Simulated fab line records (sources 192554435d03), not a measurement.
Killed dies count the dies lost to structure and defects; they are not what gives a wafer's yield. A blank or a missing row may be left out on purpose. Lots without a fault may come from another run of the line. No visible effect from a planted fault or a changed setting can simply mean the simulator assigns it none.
Chamber matching	flow n5 finfet	4 sister chambers for N5_BEOL_M0_SAQP_MANDREL2_REMOVE_110 on rie si-06
The step chemistry HBr/Cl2/O2, target a-Si, stops on SiCN, bt time 10 s. 8 wafers are shown with their chamber, then 9 later ones without.

WAFERS PAIRED WITH THEIR CHAMBERS
wafer	chamber	throttle valve pct (%)	drypump motor current A (A)
L078.1	1	36.86	5.7
L090.6	3	37.07	6.0
L091.1	2	36.21	5.0
L091.3	0	36.47	5.9
L091.6	1	36.87	5.7
L092.1	0	36.48	5.8
L092.2	2	36.20	5.0
L092.6	3	37.06	6.0

WAFERS WITHOUT THEIR CHAMBER
wafer	throttle valve pct (%)	drypump motor current A (A)
L093.3	37.07	6.0
L093.4	36.48	5.8
L093.5	36.49	5.8
L094.1	36.87	5.6
L094.2	37.06	6.0
L094.3	36.19	5.0
L097.1	36.47	5.8
L097.2	36.85	5.6
L097.5	37.07	6.0

EACH ONE'S CHAMBER
wafer	from the rows above	in truth
L093.3	3	3
L093.4	0	0
L093.5	0	0
L094.1	1	1
L094.2	3	3
L094.3	2	2
L097.1	0	0
L097.2	1	1
L097.5	3	3
9 of 9 placed correctly. Number that these rows cannot place: 0. Placed wrongly: 0.
How it was worked out, from the rows above alone: a wafer's distance from a chamber is the root of the sum, over the readings, of the square of ((its reading less the chamber's mean) divided by the reading's scatter). If the next closest chamber is less than 2 further off than the closest, the wafer can't be placed; otherwise it belongs to the closest. For every chamber, the mean is computed from those of its wafers that are shown. The scatter: the root of (the sum of the squares of (reading less its chamber's mean) over the shown wafers, divided by (wafers less chambers)).
